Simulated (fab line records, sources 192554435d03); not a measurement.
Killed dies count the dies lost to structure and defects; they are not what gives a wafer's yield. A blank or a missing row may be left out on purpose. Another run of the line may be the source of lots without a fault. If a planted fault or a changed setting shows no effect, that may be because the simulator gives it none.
Split-lot experiment / flow n5-finfet / route with 1938 steps; 7 lots, 21 wafers read

== SPLIT DETAILS ==
At N5_BEOL_M6_EXPOSE_08 (exposes mask M6), the setting dose-mj was moved away from the recipe's 68.25 on 10 of the 21 wafers read, by -5.6% to -1.9%. This setting was run at the recipe's value on the other wafers.

== FROM THE SPLIT TO THE READING: what the file shows between them, 19 steps ==
- N5_BEOL_M6_PEB_09: peb time 60 s
- N5_BEOL_M6_DEVELOP_10: develop time 30 s
- N5_BEOL_M6_CD_MEAS_11: target cd 38.5 nm
- N5_BEOL_M6_DESCUM_16: chemistry O2, time 7.9 s
- N5_BEOL_M6_ETCH_61: etches SiARC in CF4, target depth 45.5 nm, time 75.8 s
- N5_BEOL_M6_ETCH_62: etches SOC in N2/H2, target depth 110 nm, overetch 22 nm, time 165 s
- N5_BEOL_M6_STRIP_68: strips in N2/H2
- N5_BEOL_M6_STRIP_67: strips in CF4
- N5_BEOL_M6_HM_OPEN_17: chemistry Cl2/BCl3, target TiN, target depth 20 nm, overetch 6 nm
- N5_BEOL_M6_STRIP_19: strips in O2
- N5_BEOL_M6_CD_MEAS_18: pitch 80 nm, target cd 40 nm
- N5_BEOL_M6_COAT_22: resist thk 30 nm (also split here: spin-rpm)
- N5_BEOL_M6_EBR_24
- N5_BEOL_M6_SOFTBAKE_23: time 60 s
- N5_BEOL_M6_EXPOSE_25: exposes mask V5, target cd 40 nm
- N5_BEOL_M6_PEB_26: peb time 60 s
- N5_BEOL_M6_DEVELOP_27: develop time 30 s
- N5_BEOL_M6_PRECLEAN_42: cleans in residue remover, time 60 s
- N5_BEOL_M6_SRD_43: time 30 s

== THE READING ==
cd-nm, in nm, at N5_BEOL_M6_CD_MEAS_35 (target cd 40 nm, target cd y 28 nm). Fault-free wafers of this fab line usually give 39.8 nm, standard deviation 0.62 nm.

wafer=L074.2; tool, chamber at the split=arfi-scanner-02, 0; dose-mj as run=64.46; against the recipe=-5.6%; cd-nm, nm=35.8; against lot-mates on the recipe=-3.1
wafer=L074.4; tool, chamber at the split=arfi-scanner-02, 0; dose-mj as run=64.46; against the recipe=-5.6%; cd-nm, nm=36.8; against lot-mates on the recipe=-2.1
wafer=L074.6; tool, chamber at the split=arfi-scanner-02, 0; dose-mj as run=68.25; against the recipe=recipe; cd-nm, nm=38.9; against lot-mates on the recipe=-
wafer=L077.1; tool, chamber at the split=arfi-scanner-02, 0; dose-mj as run=68.25; against the recipe=recipe; cd-nm, nm=39.4; against lot-mates on the recipe=-
wafer=L077.2; tool, chamber at the split=arfi-scanner-02, 0; dose-mj as run=66.02; against the recipe=-3.3%; cd-nm, nm=38.4; against lot-mates on the recipe=-1.0
wafer=L077.4; tool, chamber at the split=arfi-scanner-02, 0; dose-mj as run=66.02; against the recipe=-3.3%; cd-nm, nm=39.7; against lot-mates on the recipe=+0.3
wafer=L078.2; tool, chamber at the split=arfi-scanner-02, 0; dose-mj as run=68.25; against the recipe=recipe; cd-nm, nm=39.2; against lot-mates on the recipe=-
wafer=L078.3; tool, chamber at the split=arfi-scanner-02, 0; dose-mj as run=68.25; against the recipe=recipe; cd-nm, nm=39.1; against lot-mates on the recipe=-
wafer=L078.6; tool, chamber at the split=arfi-scanner-02, 0; dose-mj as run=65.97; against the recipe=-3.3%; cd-nm, nm=37.7; against lot-mates on the recipe=-1.5
wafer=L087.1; tool, chamber at the split=arfi-scanner-01, 0; dose-mj as run=68.25; against the recipe=recipe; cd-nm, nm=40.3; against lot-mates on the recipe=-
wafer=L087.2; tool, chamber at the split=arfi-scanner-01, 0; dose-mj as run=68.25; against the recipe=recipe; cd-nm, nm=39.1; against lot-mates on the recipe=-
wafer=L087.6; tool, chamber at the split=arfi-scanner-01, 0; dose-mj as run=68.25; against the recipe=recipe; cd-nm, nm=39.7; against lot-mates on the recipe=-
wafer=L089.4; tool, chamber at the split=arfi-scanner-03, 0; dose-mj as run=66.95; against the recipe=-1.9%; cd-nm, nm=39.6; against lot-mates on the recipe=-0.2
wafer=L089.5; tool, chamber at the split=arfi-scanner-03, 0; dose-mj as run=68.25; against the recipe=recipe; cd-nm, nm=39.8; against lot-mates on the recipe=-
wafer=L089.6; tool, chamber at the split=arfi-scanner-03, 0; dose-mj as run=66.95; against the recipe=-1.9%; cd-nm, nm=39.0; against lot-mates on the recipe=-0.8
wafer=L091.2; tool, chamber at the split=arfi-scanner-03, 0; dose-mj as run=65.12; against the recipe=-4.6%; cd-nm, nm=37.8; against lot-mates on the recipe=-2.1
wafer=L091.5; tool, chamber at the split=arfi-scanner-03, 0; dose-mj as run=68.25; against the recipe=recipe; cd-nm, nm=39.9; against lot-mates on the recipe=-
wafer=L091.6; tool, chamber at the split=arfi-scanner-03, 0; dose-mj as run=65.12; against the recipe=-4.6%; cd-nm, nm=37.6; against lot-mates on the recipe=-2.3
wafer=L090.1; tool, chamber at the split=arfi-scanner-02, 0; dose-mj as run=68.25; against the recipe=recipe; cd-nm, nm=38.9; against lot-mates on the recipe=-
wafer=L090.4; tool, chamber at the split=arfi-scanner-02, 0; dose-mj as run=64.77; against the recipe=-5.1%; cd-nm, nm=36.7; against lot-mates on the recipe=-2.3
wafer=L090.6; tool, chamber at the split=arfi-scanner-02, 0; dose-mj as run=68.25; against the recipe=recipe; cd-nm, nm=39.2; against lot-mates on the recipe=-

FIT RESULTS
A straight line over all 21 wafers: cd-nm changes by +0.461 nm for each +1% of dose-mj; r = +0.85; the points scatter about the line by 0.65 nm.
The same after taking each lot's own level away (the mean of its wafers on the recipe; 21 wafers): +0.434 nm for each +1%; r = +0.89; scatter 0.5 nm.
According to that fit, moving dose-mj by its largest amount changes the reading by 2.4 nm.
From 38.90 to 39.90 nm: that is the span of the lots' own levels, equal to 1.6 times the standard deviation above.
The two slopes are in agreement: the lot-to-lot level therefore moves the slope only a little.
Check: for one of the wafers moved furthest among these (-5.6%), held out of the fit, the line's prediction against its lot-mates is -2.14 nm. Against them it came out at -3.1 nm.

== OTHER SPLITS APPLIED TO THESE WAFERS ==
Note: prior to the reading, these wafers also went through further splits. Each is held against what the fit with the lots' levels taken away leaves over:
other split on the same wafers=N5_BEOL_M5_COAT_74 spin-rpm; wafers away from the commonest value=8; r with cd-nm (lot level and that fit taken away)=+0.04
other split on the same wafers=N5_BEOL_M6_COAT_22 spin-rpm; wafers away from the commonest value=8; r with cd-nm (lot level and that fit taken away)=-0.45

== THE WHOLE CHAIN: every reading that the file lists as answering this split, in the file's order ==
step=N5_BEOL_M6_CD_MEAS_11; what it does=target cd 38.5 nm; reading=cd-nm; change (the file's fit)=+0.427 nm for each +1% of the setting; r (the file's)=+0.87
step=N5_BEOL_M6_ETCH_61; what it does=etches SiARC in CF4, target depth 45.5 nm, time 75.8 s; reading=BEOL_M6.cd-offset-nm (the simulator's own value, which no gauge read); change (the file's fit)=+0.442 nm for each +1% of the setting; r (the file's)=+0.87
step=N5_BEOL_M6_ETCH_62; what it does=etches SOC in N2/H2, target depth 110 nm, overetch 22 nm, time 165 s; reading=BEOL_M6.cd-offset-nm (the simulator's own value, which no gauge read); change (the file's fit)=+0.423 nm for each +1% of the setting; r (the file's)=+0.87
step=N5_BEOL_M6_CD_MEAS_18; what it does=pitch 80 nm, target cd 40 nm; reading=cd-nm; change (the file's fit)=+0.4 nm for each +1% of the setting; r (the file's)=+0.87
step=N5_BEOL_M6_CD_MEAS_35; what it does=target cd 40 nm, target cd y 28 nm; reading=cd-nm; change (the file's fit)=+0.417 nm for each +1% of the setting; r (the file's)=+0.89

== THE FILE'S OWN FIT ==
cd-nm changes by +0.417 nm for each +1% of dose-mj, r = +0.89.
